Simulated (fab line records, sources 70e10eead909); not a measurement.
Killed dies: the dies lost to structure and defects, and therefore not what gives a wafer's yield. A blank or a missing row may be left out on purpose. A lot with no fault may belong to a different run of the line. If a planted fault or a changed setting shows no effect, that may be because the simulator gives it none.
Which tool is to blame? -- flow nand_harc -- 6 lots with 18 wafers sampled at 4 steps, on a route of 1302 steps

WHAT THE GAUGES READ, wafer by wafer
NHARC_A_M1_CD_MEAS_09: target cd 120 nm.
lot,measured,on,cd_nm (nm)
L204,day 24 10:58,cd_sem-03,120.5 121.6 120.4
L207,day 25 11:01,cd_sem-02,121.7 120.7 121.4
L209,day 26 10:34,cd_sem-03,120.2 120.3 120.1
L212,day 27 00:29,cd_sem-03,119.7 119.8 120.6
L213,day 27 21:05,cd_sem-01,125.9 125.6 125.6
L223,day 32 09:41,cd_sem-01,119.2 119.4 118.1

WHICH TOOL RAN EACH LOT (tool, then ch and the chambers of the sampled wafers, then the start)
lot,NHARC_A_M0_DEGAS_28,NHARC_A_M0_DEP_32,NHARC_A_M1_EXPOSE_06
L204,"pvd_sputter-02, day 24 07:59","pecvd-03 ch 1,2, day 24 09:48","arfi_scanner-01 ch 0, day 24 10:49"
L207,"pvd_sputter-03, day 25 08:12","pecvd-03 ch 0,1, day 25 09:56","arfi_scanner-02 ch 0, day 25 10:52"
L209,"pvd_sputter-01, day 26 07:35","pecvd-04 ch 0,1,2, day 26 09:17","arfi_scanner-01 ch 0, day 26 10:26"
L212,"pvd_sputter-02, day 26 21:32","pecvd-02 ch 0,1, day 26 23:17","arfi_scanner-01 ch 0, day 27 00:21"
L213,"pvd_sputter-03, day 27 18:14","pecvd-02 ch 1,2, day 27 20:00","arfi_scanner-02 ch 0, day 27 20:56"
L223,"pvd_sputter-01, day 32 06:19","pecvd-03 ch 0,1, day 32 08:22","arfi_scanner-01 ch 0, day 32 09:33"
- NHARC_A_M0_DEGAS_28: time 60 s.
- NHARC_A_M0_DEP_32: deposits SiCN, target thk 30 nm.
- NHARC_A_M1_EXPOSE_06: exposes mask A M1, target cd 120 nm.

THE ANSWER, worked out from the rows above alone
Rule: what is usual is taken from the lots themselves. The widest of any qualifying gaps counts: lots, ordered by their means at a reading, are off when they make up no more than a third of the lots, leave a main group of 4 or more, and stand apart from it by 3 or more times the standard deviation of that group's means. The tables above print the reading to a certain number of digits; a main group whose means all agree to those digits is not used. Also off: a lot with no number at a reading for which 4 or more lots have one. The other lots that the step has rows for count as sound.
Off: L213, at NHARC_A_M1_CD_MEAS_09 (cd_nm). The main group: mean 120.2 nm, standard deviation 0.81.
A tool fits if, at a process step before that reading, it ran every lot that is off, and no sound lot after the first of them. Gauges at NHARC_A_M1_CD_MEAS_09: tried the same way as those tools. Can't be told from this: 3 tools fit, pvd_sputter-03 at NHARC_A_M0_DEGAS_28, pecvd-02 at NHARC_A_M0_DEP_32, arfi_scanner-02 at NHARC_A_M1_EXPOSE_06.

WHAT THE SIMULATOR HAD INSERTED
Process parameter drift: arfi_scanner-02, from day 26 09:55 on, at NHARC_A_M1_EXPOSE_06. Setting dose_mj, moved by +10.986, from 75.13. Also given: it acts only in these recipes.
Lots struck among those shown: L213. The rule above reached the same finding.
